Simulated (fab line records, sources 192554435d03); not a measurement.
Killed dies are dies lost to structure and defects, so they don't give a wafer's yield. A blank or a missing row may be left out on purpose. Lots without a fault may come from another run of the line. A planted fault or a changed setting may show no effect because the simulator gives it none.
fab line records | flow n5_finfet
record lots=6 wafers=16 last_day=19
route steps=1938 shown BEOL_M4@1028 PASSIVATION@1936
lots that met no fault: from a run of the same line without faults
start_h: hours from the record's first day to the start of the lot's first wafer shown | wait_h: hours since the lot's step before | " the same as in the row above | L1.1+2: a row that stands for several wafers | - no value, or no start given | * or withheld: withheld | < > ~ a bound
route shown NAME@n: a module of which the file shows steps, and the number in the route of the first | usual: mean/standard deviation of fault-free wafers | same: alike in all rows | chamber/n: place in a boat | sites: the reading at each site | _std_site: their standard deviation | _edge_site: outer sites' mean less inner sites' | radius_mm: how far each site lies from the wafer's centre | mask NAME#n: copy n | behind: the tool/chamber that last shaped the wafer | hold: why the lot was held/for how many hours/how that ended | device: the transistor (n, p or np) that didn't switch | end of line: the same wafers' tests at the end of the route | a step without rows: its recipe alone | killed: dies lost to structure and defects at the first sort, not the wafer's yield | map: a wafer's dies, x killed, . not, _ none there
set.NAME: the setting as run; set.NAME@STEP: as run at that earlier step | model.NAME: the simulator's own value behind a step, which no gauge read
lots at some steps of the route; a table a step, a row a wafer
services: from which hour (start_h, from the record's first day; less than 0 if before it) a tool's chamber was out of use, for how many hours, and why
## steps
# step N5_BEOL_M4_COAT_05
# recipe resist=CAR-EUV spin_rpm=1500 resist_thk_nm=30
# step N5_BEOL_M4_EBR_07
# recipe solvent=PGMEA ebr_width_mm=1.5
# step N5_BEOL_M4_SOFTBAKE_06
# recipe temp_c=110 time_s=60 resist=CAR-EUV
# step N5_BEOL_M4_EXPOSE_08
# recipe mask_id=M4 na=0.33 source_shape=dipole sigma_inner=0.369 sigma_outer=0.767 polarization=unpolarized dose_mj=41.25
# step N5_BEOL_M4_PEB_09
# recipe peb_temp_c=100 peb_time_s=60 resist=CAR-EUV
# step N5_BEOL_M4_DEVELOP_10
# recipe develop_time_s=30 developer=TMAH resist=CAR-EUV rinse_liquid=surfactant_rinse dry=air_spin dev_temp_c=23
# step N5_BEOL_M4_CD_MEAS_11
# recipe target_cd_nm=16.79 landing_energy_ev=500 detector=se_inlens polarity=opening
# usual cd_nm=16.79/0.24
# columns lot.wafer tool chamber start_h wait_h cd_nm
L296.3 cd_sem-02 0 210.01 - 16.82
L296.5 " 0 " " 16.55
L296.6 " 0 " " 16.85
L297.1 cd_sem-02 0 215.50 - 17.10
L297.2 " 0 " " 17.04
L297.4 " 0 " " 16.83
L299.2 cd_sem-02 0 229.57 - 16.65
L299.5 " 0 " " 17.04
L304.5 cd_sem-01 0 253.66 - 17.47
L304.6 " 0 " " 16.83
L307.2 cd_sem-02 0 269.66 - 16.71
L307.4 " 0 " " 16.70
L307.5 " 0 " " 16.56
L314.1 cd_sem-02 0 317.63 - 16.55
L314.4 " 0 " " 16.90
L314.6 " 0 " " 17.09
# step N5_BEOL_M4_OVL_MEAS_12
# recipe points_per_wafer=522
# usual M4_OVL=-0.2/0.66
# columns lot.wafer tool chamber start_h wait_h M4_OVL[nm]
L296.3 overlay-02 0 210.05 0.0 -1.3
L296.5 " 0 " " -0.7
L296.6 " 0 " " -0.9
L297.1 overlay-02 0 215.53 0.0 0.1
L297.2 " 0 " " 0.4
L297.4 " 0 " " 0.5
L299.2 overlay-02 0 229.61 0.0 -0.2
L299.5 " 0 " " -1.0
L304.5 overlay-02 0 253.71 0.0 -0.4
L304.6 " 0 " " -0.3
L307.2 overlay-01 0 269.69 0.0 1.2
L307.4 " 0 " " 0.1
L307.5 " 0 " " 0.2
L314.1 overlay-01 0 317.66 0.0 0.0
L314.4 " 0 " " -0.7
L314.6 " 0 " " -0.6
# step N5_BEOL_M4_INSPECT_13
# recipe mode=adi inspect_instrument=brightfield
# usual raw_defect_count=411/100
# columns lot.wafer tool chamber start_h wait_h raw_defect_count
L296.3 defect_inspect-02 - 210.10 0.0 434
L296.5 " - " " 321
L296.6 " - " " 402
L297.1 defect_inspect-02 - 215.59 0.1 469
L297.2 " - " " 443
L297.4 " - " " 540
L299.2 defect_inspect-01 - 229.66 0.0 304
L299.5 " - " " 439
L304.5 defect_inspect-01 - 253.75 0.0 358
L304.6 " - " " 338
L307.2 defect_inspect-02 - 269.75 0.0 433
L307.4 " - " " 458
L307.5 " - " " 277
L314.1 defect_inspect-01 - 317.72 0.1 377
L314.4 " - " " 393
L314.6 " - " " 339
# step N5_BEOL_M4_DESCUM_16
# recipe chemistry=O2 time_s=7 source_power_w=50 bias_power_w=20 pressure_mtorr=20 rf_frequency_hz=2.712e+07 temp_c=40 resist=CAR-EUV o2_flow_sccm=225
# usual drypump_motor_current_A=5.9/0.53 oes_product_au=0.78/0.078 rf_vpp_V=244.0/1.3 showerhead_plenum_p_Torr=2.14/0.059 throttle_valve_pct=20.43/0.16
# columns lot.wafer tool chamber start_h wait_h drypump_motor_current_A oes_product_au rf_hours_counter_h rf_vpp_V showerhead_plenum_p_Torr throttle_valve_pct
L296.3 rie_diel-02 3 210.13 0.0 5.8 0.82 103 245.0 2.19 20.56
L296.5 " 1 " " 5.0 0.87 - 242.6 2.05 20.33
L296.6 " 2 " " 6.1 0.98 - 245.3 2.23 20.35
L297.1 rie_diel-05 1 215.76 0.2 4.9 0.87 61 241.8 2.05 20.32
L297.2 " 2 " " 5.9 0.69 241 245.2 2.16 20.29
L297.4 " 0 " " 5.7 0.74 143 245.3 2.18 20.53
L299.2 rie_diel-05 2 229.69 0.0 6.0 0.68 247 243.3 2.16 20.31
L299.5 " 2 " " 5.9 0.68 - 244.6 2.16 20.29
L304.5 rie_diel-05 0 254.43 0.7 5.7 0.72 - 244.0 2.18 20.56
L304.6 " 3 " " 6.4 0.70 - 244.8 2.16 20.65
L307.2 rie_diel-03 1 269.78 0.0 6.7 0.70 208 244.0 2.16 20.14
L307.4 " 2 " " 5.8 0.83 64 243.6 2.21 20.63
L307.5 " 0 " " 6.4 0.87 - 242.9 2.14 20.22
L314.1 rie_diel-02 0 317.75 0.0 6.2 0.69 228 244.3 2.15 20.48
L314.4 " 1 " " 5.0 0.82 83 241.8 2.03 20.41
L314.6 " 2 " " 6.0 0.87 - 244.9 2.22 20.39
# step N5_BEOL_M4_ETCH_74
# recipe chemistry=N2/H2 target=underlayer target_depth_a=65 mask_material=CAR-EUV time_s=5.2 ion_energy_ev=200 pressure_mtorr=30 source_w=840 bias_w=150 n2_flow_sccm=200 h2_flow_sccm=200 ends=cleared
# usual drypump_motor_current_A=5.9/0.53 etch_rf_on_time_s=5.21/0.071 oes_product_au=0.67/0.063 rf_vpp_V=525.5/2.3 showerhead_plenum_p_Torr=2.60/0.077 throttle_valve_pct=17.85/0.22
# columns lot.wafer tool chamber start_h wait_h drypump_motor_current_A etch_rf_on_time_s oes_product_au rf_hours_counter_h rf_vpp_V showerhead_plenum_p_Torr throttle_valve_pct
L296.3 rie_diel-02 3 210.17 0.0 5.8 5.09 0.70 103 527.0 2.67 18.06
L296.5 " 1 " " 5.0 5.27 0.75 - 524.3 2.49 17.84
L296.6 " 2 " " 6.0 5.23 0.83 - 528.7 2.72 17.72
L297.1 rie_diel-05 1 215.79 0.0 4.9 5.22 0.72 61 522.2 2.47 17.50
L297.2 " 2 " " 6.0 5.29 0.59 241 525.4 2.61 17.69
L297.4 " 0 " " 5.7 5.17 0.64 143 527.3 2.66 18.13
L299.2 rie_diel-05 2 229.73 0.0 6.0 5.31 0.58 247 526.3 2.61 17.67
L299.5 " 2 " " 5.9 5.36 0.59 - 524.4 2.61 17.70
L304.5 rie_diel-05 0 254.46 0.0 5.7 5.22 0.62 - 526.5 2.66 18.15
L304.6 " 3 " " 6.4 5.17 0.60 - 525.9 2.61 17.96
L307.2 rie_diel-03 1 269.82 0.0 6.7 5.26 0.61 208 525.7 2.63 17.60
L307.4 " 2 " " 5.8 5.19 0.71 64 527.2 2.70 18.13
L307.5 " 0 " " 6.4 5.16 0.74 - 523.9 2.59 17.59
L314.1 rie_diel-02 0 317.79 0.0 6.2 5.29 0.58 228 523.8 2.61 17.94
L314.4 " 1 " " 4.9 5.32 0.68 83 521.6 2.48 17.90
L314.6 " 2 " " 6.1 5.30 0.74 - 526.5 2.70 17.76
# step N5_BEOL_M4_ETCH_63
# recipe chemistry=CF4 target=SiARC target_depth_a=156 mask_material=CAR-EUV time_s=26 ion_energy_ev=80 pressure_mtorr=40 source_w=545 bias_w=36 Ar_flow_sccm=100 cf4_flow_sccm=100 ends=cleared
# usual drypump_motor_current_A=5.9/0.53 etch_rf_on_time_s=26.1/0.35 oes_product_au=0.67/0.063 rf_vpp_V=184.6/1.1 showerhead_plenum_p_Torr=2.19/0.062 throttle_valve_pct=15.61/0.19
# columns lot.wafer tool chamber start_h wait_h drypump_motor_current_A etch_rf_on_time_s oes_product_au rf_hours_counter_h rf_vpp_V showerhead_plenum_p_Torr throttle_valve_pct
L296.3 rie_diel-02 3 210.18 0.0 5.8 25.7 0.70 103 184.8 2.25 15.74
L296.5 " 1 " " 5.0 26.2 0.74 - 184.3 2.09 15.45
L296.6 " 2 " " 6.0 26.3 0.82 - 184.6 2.28 15.49
L297.1 rie_diel-05 1 215.81 0.0 4.9 26.2 0.73 61 182.1 2.08 15.36
L297.2 " 2 " " 5.9 26.2 0.59 241 184.5 2.20 15.54
L297.4 " 0 " " 5.7 25.7 0.63 143 185.4 2.23 15.76
L299.2 rie_diel-05 2 229.75 0.0 5.9 26.5 0.58 247 185.5 2.19 15.53
L299.5 " 2 " " 6.0 26.6 0.59 - 184.2 2.19 15.55
L304.5 rie_diel-05 0 254.48 0.0 5.7 25.7 0.62 - 184.8 2.23 15.78
L304.6 " 3 " " 6.3 25.8 0.60 - 183.2 2.20 15.89
L307.2 rie_diel-03 1 269.83 0.0 6.7 26.4 0.61 208 184.1 2.20 15.41
L307.4 " 2 " " 5.8 25.8 0.72 64 183.9 2.26 15.73
L307.5 " 0 " " 6.4 25.9 0.74 - 185.7 2.18 15.33
L314.1 rie_diel-02 0 317.80 0.0 6.2 26.0 0.59 228 185.7 2.21 15.76
L314.4 " 1 " " 5.0 26.2 0.70 83 184.3 2.08 15.52
L314.6 " 2 " " 6.1 26.4 0.74 - 186.6 2.27 15.56
# step N5_BEOL_M4_ETCH_64
# recipe chemistry=N2/H2 target=SOC target_depth_a=750 overetch_a=225 mask_material=SiARC temp_c=40 time_s=121.9 ion_energy_ev=200 pressure_mtorr=30 source_w=840 bias_w=150 n2_flow_sccm=200 h2_flow_sccm=200
# usual drypump_motor_current_A=5.9/0.53 oes_product_au=0.60/0.056 rf_vpp_V=525.5/2.3 showerhead_plenum_p_Torr=2.60/0.077 throttle_valve_pct=17.81/0.22
# columns lot.wafer tool chamber start_h wait_h drypump_motor_current_A oes_product_au rf_hours_counter_h rf_vpp_V showerhead_plenum_p_Torr throttle_valve_pct model.SiARC_of_BEOL_M4_COAT_62.thk_nm model.BEOL_M4.cd_offset_nm
L296.3 rie_diel-02 3 210.21 0.0 5.8 0.62 103 528.6 2.67 18.00 6.2 0
L296.5 " 1 " " 5.0 0.66 - 522.1 2.49 17.83 6.4 0
L296.6 " 2 " " 6.1 0.74 - 528.3 2.72 17.68 6.4 0
L297.1 rie_diel-05 1 215.84 0.0 4.9 0.65 61 522.9 2.47 17.47 6.4 0.2
L297.2 " 2 " " 5.9 0.52 241 526.6 2.61 17.63 6.4 0.2
L297.4 " 0 " " 5.7 0.56 143 527.4 2.66 18.07 6.2 0.4
L299.2 rie_diel-05 2 229.77 0.0 6.0 0.53 247 525.5 2.61 17.66 6.4 0
L299.5 " 2 " " 6.0 0.48 - 525.7 2.61 17.66 5.4 0.6
L304.5 rie_diel-05 0 254.55 0.1 5.7 0.51 - 526.1 2.66 18.09 5 0.8
L304.6 " 3 " " 6.4 0.53 - 525.3 2.61 17.94 6.2 0
L307.2 rie_diel-03 1 269.86 0.0 6.7 0.55 208 525.9 2.63 17.53 6.4 0.2
L307.4 " 2 " " 5.8 0.63 64 527.0 2.70 18.08 6.4 0.2
L307.5 " 0 " " 6.4 0.66 - 525.7 2.59 17.54 6.2 -0.2
L314.1 rie_diel-02 0 317.83 0.0 6.2 0.53 228 527.9 2.61 17.89 6.2 -0.2
L314.4 " 1 " " 5.0 0.63 83 519.8 2.48 17.87 6.6 0
L314.6 " 2 " " 6.1 0.65 - 528.2 2.70 17.74 6.4 0
# step N5_BEOL_M4_STRIP_65
# recipe chemistry=N2/H2 temp_c=40 n2_flow_sccm=200 h2_flow_sccm=200 rf_frequency_hz=6e+07
# step N5_BEOL_M4_STRIP_75
# recipe chemistry=N2/H2 temp_c=40 n2_flow_sccm=200 h2_flow_sccm=200 rf_frequency_hz=6e+07
# step N5_BEOL_M4_STRIP_66
# recipe chemistry=CF4 resist=SiARC power_w=300 bias_power_w=75 pressure_mtorr=50 cf4_flow_sccm=150 rf_frequency_hz=6e+07
# usual drypump_motor_current_A=5.9/0.53 oes_product_au=0.78/0.073 rf_vpp_V=272.2/1.3 showerhead_plenum_p_Torr=1.83/0.051 throttle_valve_pct=13.58/0.2
# columns lot.wafer tool chamber start_h wait_h drypump_motor_current_A oes_product_au rf_hours_counter_h rf_vpp_V showerhead_plenum_p_Torr throttle_valve_pct
L296.3 rie_diel-02 3 210.34 0.0 5.8 0.81 103 271.9 1.88 13.69
L296.5 " 1 " " 5.0 0.86 - 270.4 1.75 13.41
L296.6 " 2 " " 6.1 0.95 - 272.4 1.90 13.39
L297.1 rie_diel-05 1 215.97 0.0 4.9 0.84 62 271.5 1.74 13.33
L297.2 " 2 " " 5.9 0.69 241 274.2 1.84 13.59
L297.4 " 0 " " 5.7 0.72 143 272.7 1.87 13.74
L299.2 rie_diel-05 2 229.91 0.0 5.9 0.68 247 272.2 1.84 13.58
L299.5 " 2 " " 5.9 0.69 - 273.7 1.84 13.60
L304.5 rie_diel-05 0 254.64 0.0 5.7 0.71 - 272.6 1.87 13.76
L304.6 " 3 " " 6.4 0.70 - 273.3 1.85 13.89
L307.2 rie_diel-03 1 269.99 0.0 6.7 0.71 208 272.5 1.84 13.40
L307.4 " 2 " " 5.8 0.82 64 272.7 1.89 13.67
L307.5 " 0 " " 6.4 0.86 - 271.2 1.83 13.30
L314.1 rie_diel-02 0 317.96 0.0 6.1 0.69 228 270.8 1.85 13.75
L314.4 " 1 " " 5.0 0.82 83 270.1 1.74 13.50
L314.6 " 2 " " 6.1 0.86 - 275.6 1.89 13.48
# step N5_BEOL_M4_HM_OPEN_17
# recipe chemistry=Cl2/BCl3 target_depth_a=200 overetch_a=60 target=TiN mask_material=SOC ion_energy_ev=150 pressure_mtorr=10 icp_w=1000 bias_w=126 Cl2_flow_sccm=53.25 bcl3_flow_sccm=21.75 Ar_flow_sccm=25
# usual drypump_motor_current_A=5.5/0.4 oes_product_au=0.64/0.1 throttle_valve_pct=22.17/0.21
# columns lot.wafer tool chamber start_h wait_h drypump_motor_current_A oes_product_au rf_hours_counter_h throttle_valve_pct model.etch.depth_nm model.BEOL_M4.cd_offset_nm
L296.3 rie_metal-03 1 210.41 0.1 5.2 0.73 - 21.88 19.71 0
L296.5 " 0 " " 5.3 0.83 - 22.23 19.78 0
L296.6 " 1 " " 5.2 0.74 - 21.89 19.9 0
L297.1 rie_metal-01 1 216.01 0.0 6.1 0.57 89 22.18 20.42 0
L297.2 " 0 " " 5.1 0.57 91 22.44 20.44 0.2
L297.4 " 0 " " 5.1 0.59 - 22.42 20.84 0.4
L299.2 rie_metal-02 0 229.98 0.1 5.3 0.54 - 22.00 19.72 0.2
L299.5 " 0 " " 5.3 0.51 - 22.05 17.74 0.8
L304.5 rie_metal-01 0 254.73 0.1 5.1 0.53 - 22.53 18.05 1
L304.6 " 1 " " 6.1 0.57 - 22.19 20.35 0
L307.2 rie_metal-01 1 270.03 0.0 6.1 0.57 93 22.20 20.21 0.2
L307.4 " 1 " " 6.1 0.57 - 22.21 20.25 0
L307.5 " 0 " " 5.1 0.57 - 22.45 20.22 -0.4
L314.1 rie_metal-01 1 318.01 0.0 6.1 0.57 95 22.23 20.08 -0.2
L314.4 " 0 " " 5.1 0.55 - 22.47 19.98 0
L314.6 " 0 " " 5.1 0.56 - 22.48 20.03 0
# step N5_BEOL_M4_STRIP_19
# recipe chemistry=O2 power_w=400 temp_c=40 pressure_mtorr=30 rf_frequency_hz=6e+07 bias_power_w=0 overash_fraction=0.2 o2_flow_sccm=225
# usual drypump_motor_current_A=5.9/0.52 oes_product_au=0.79/0.086 rf_vpp_V=3.6/0.46 showerhead_plenum_p_Torr=2.15/0.055 throttle_valve_pct=16.64/0.2
# same overash_fraction=0.2
# columns lot.wafer tool chamber start_h wait_h drypump_motor_current_A oes_product_au rf_hours_counter_h rf_vpp_V showerhead_plenum_p_Torr throttle_valve_pct
L296.3 rie_diel-02 0 210.50 0.1 6.1 0.72 192 3.9 2.17 16.69
L296.5 " 1 " " 5.0 0.86 - 3.4 2.05 16.55
L296.6 " 2 " " 6.1 0.96 - 4.2 2.23 16.55
L297.1 rie_diel-03 1 216.12 0.1 6.7 0.73 190 2.7 2.17 16.41
L297.2 " 3 " " 6.1 0.75 169 3.9 2.09 16.75
L297.4 " 2 " " 5.8 0.86 43 3.7 2.22 16.76
L299.2 rie_diel-03 1 230.21 0.2 6.7 0.72 194 3.9 2.17 16.43
L299.5 " 3 " " 6.1 0.75 - 3.8 2.09 16.78
L304.5 rie_diel-03 3 254.88 0.1 6.1 0.74 - 3.5 2.08 16.77
L304.6 " 2 " " 5.8 0.84 - 3.6 2.22 16.81
L307.2 rie_diel-05 3 270.14 0.1 6.3 0.70 222 3.5 2.16 16.92
L307.4 " 3 " " 6.3 0.70 - 3.0 2.16 16.94
L307.5 " 0 " " 5.7 0.71 - 3.3 2.18 16.83
L314.1 rie_diel-05 3 318.12 0.1 6.4 0.68 239 3.5 2.15 16.97
L314.4 " 0 " " 5.7 0.71 179 3.4 2.17 16.86
L314.6 " 0 " " 5.7 0.71 - 3.6 2.17 16.85
# step N5_BEOL_M4_RC_MEAS_101
# usual DIBL_N=36.4/1.4 DIBL_P=36.4/1.5 IOFF_N=0.156/0.022 IOFF_P=0.210/0.023 ION_N=675/9.1 ION_P=463/5.7 SS_N=71.6/0.45 SS_P=73.3/0.56 VT_N=250/3.1 VT_P=-250.3/2.3
# columns lot.wafer tool chamber start_h wait_h DIBL_N[mV/V] DIBL_P[mV/V] IOFF_N[nA/um] IOFF_P[nA/um] ION_N[uA/um] ION_P[uA/um] SS_N[mV/dec] SS_P[mV/dec] VT_N[mV] VT_P[mV]
L296.3 prober-01 0 224.19 0.3 36.2 36.9 0.182 0.227 678 463 71.5 73.5 246 -249.8
L296.5 " 0 " " 33.7 35.0 0.139 0.194 672 464 70.9 71.9 249 -250.3
L296.6 " 0 " " 36.1 38.1 0.190 0.258 694 476 71.9 73.3 243 -247.5
L297.1 prober-02 0 229.14 0.0 37.9 36.2 0.180 0.247 684 470 72.6 73.3 247 -248.2
L297.2 " 0 " " 37.3 34.4 0.163 0.216 680 467 71.3 73.3 251 -248.5
L297.4 " 0 " " 35.8 32.9 0.134 0.194 671 466 71.1 73.5 251 -248.8
L299.2 prober-01 0 242.12 0.2 38.4 41.1 0.218 0.288 696 471 71.7 74.5 243 -245.6
L299.5 " 0 " " 35.5 37.5 0.162 0.217 676 464 71.1 72.9 249 -247.3
L304.5 prober-01 0 275.63 0.6 38.7 35.2 0.155 0.214 676 465 71.2 73.6 250 -249.4
L304.6 " 0 " " 38.8 34.6 0.149 0.202 658 452 71.9 73.3 254 -249.9
L307.2 prober-01 0 289.78 0.2 38.1 38.4 0.167 0.220 678 463 71.5 73.4 249 -250.6
L307.4 " 0 " " 38.1 39.1 0.174 0.231 682 470 71.3 73.8 251 -248.8
L307.5 " 0 " " 38.7 39.1 0.185 0.227 684 466 72.0 72.6 248 -251.4
L314.1 prober-02 0 342.18 0.0 34.4 34.2 0.117 0.185 655 450 71.2 72.3 256 -249.0
L314.4 " 0 " " 34.6 35.9 0.135 0.201 662 464 71.7 73.5 251 -250.3
L314.6 " 0 " " 35.1 35.6 0.128 0.197 657 463 71.3 73.3 256 -251.1
# step N5_PASSIVATION_PROBE_49
# usual defect_limited_yield=91.5/1.3 killed_at_M0_to_M3=33/10 killed_at_M4_up=13/4 killed_at_contacts=12/6.3 killed_at_front_end=39/11 killed_at_other=3.4/2.6 killed_dies=100/15 killed_open=65/11 killed_short=34/7.8 sort_bin_5_function=5.0/0.89 sort_bin_6_memory=3.2/0.58 sort_n_pass=1080/15 sort_yield_pct=91.5/1.3
# same gross_dies=1180 killed_at_back_side=0 sort_bin_4_leakage[%]=0 sort_bin_8_speed[%]=0
# columns lot.wafer tool chamber start_h wait_h defect_limited_yield[%] killed_at_M0_to_M3 killed_at_M4_up killed_at_contacts killed_at_front_end killed_at_other killed_dies killed_open killed_short sort_bin_5_function[%] sort_bin_6_memory[%] sort_n_pass sort_yield_pct[%]
L299.5 prober-01 - 357.84 0.2 92.9 26 9 17 29 3 84 46 38 4.5 2.2 1096 92.9
# killed by level:class
L299.5 MOL_CONTACT_COAG:geometric_particle:open=11 BEOL_M0_SAQP:geometric_particle:short=11 MOL_CONTACT_COAG:geometric_particle:short=6 BEOL_M0_SAQP:geometric_particle:open=6 FIN_SAQP:geometric_particle:open=5 STARTING-WAFER:geometric_particle:short=5 GATE_CUT:geometric_particle:open=4 BEOL_M2:geometric_particle:open=4
## services
# columns tool chamber start_h hours kind
rie_diel-02 2 187.65 - clean
rie_diel-02 2 187.65 - consumable_replace:focus_ring
rie_diel-02 2 187.65 - consumable_replace:showerhead
rie_diel-02 2 187.65 18.9 scheduled_down
rie_diel-02 2 187.65 18.9 vent_cycle
rie_diel-05 3 191.40 1.4 repair
rie_metal-02 - 213.88 0.3 repair
rie_metal-02 1 215.29 - clean
rie_metal-02 1 215.29 17.7 scheduled_down
rie_metal-02 1 215.29 17.7 vent_cycle
rie_diel-03 1 222.81 2.7 repair
rie_metal-03 - 228.89 0.2 repair
rie_diel-02 0 236.29 1.6 repair
rie_diel-05 2 248.47 1.5 repair
rie_diel-05 2 250.18 - clean
rie_diel-05 2 250.18 - consumable_replace:focus_ring
rie_diel-05 2 250.18 13.4 scheduled_down
rie_diel-05 2 250.18 13.4 vent_cycle
rie_diel-03 0 253.76 5.9 repair
rie_diel-05 1 276.26 3.2 repair
rie_metal-02 0 278.71 - clean
rie_metal-02 0 278.71 33.9 scheduled_down
rie_metal-02 0 278.71 33.9 vent_cycle
rie_metal-01 1 285.68 20.6 repair
## key
first_sign none at tools or gauges
model_effect step=N5_BEOL_M4_ETCH_64 value=SiARC_of_BEOL_M4_COAT_62.thk_nm without=6.3 struck=5.2
model_effect step=N5_BEOL_M4_HM_OPEN_17 value=etch.depth_nm without=20.13 struck=17.9
met_at N5_BEOL_M4_ETCH_64
struck_wafers L299.5,L304.5
onset_between 215.84 229.77
fault kind=process_parameter_drift tool=rie_diel-05 chamber=- onset_h=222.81 steps=N5_BEOL_M4_ETCH_64 channel=time_s offset=* shape=step end_h=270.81 scope=struck_wafers_only acts_in=* stated=*
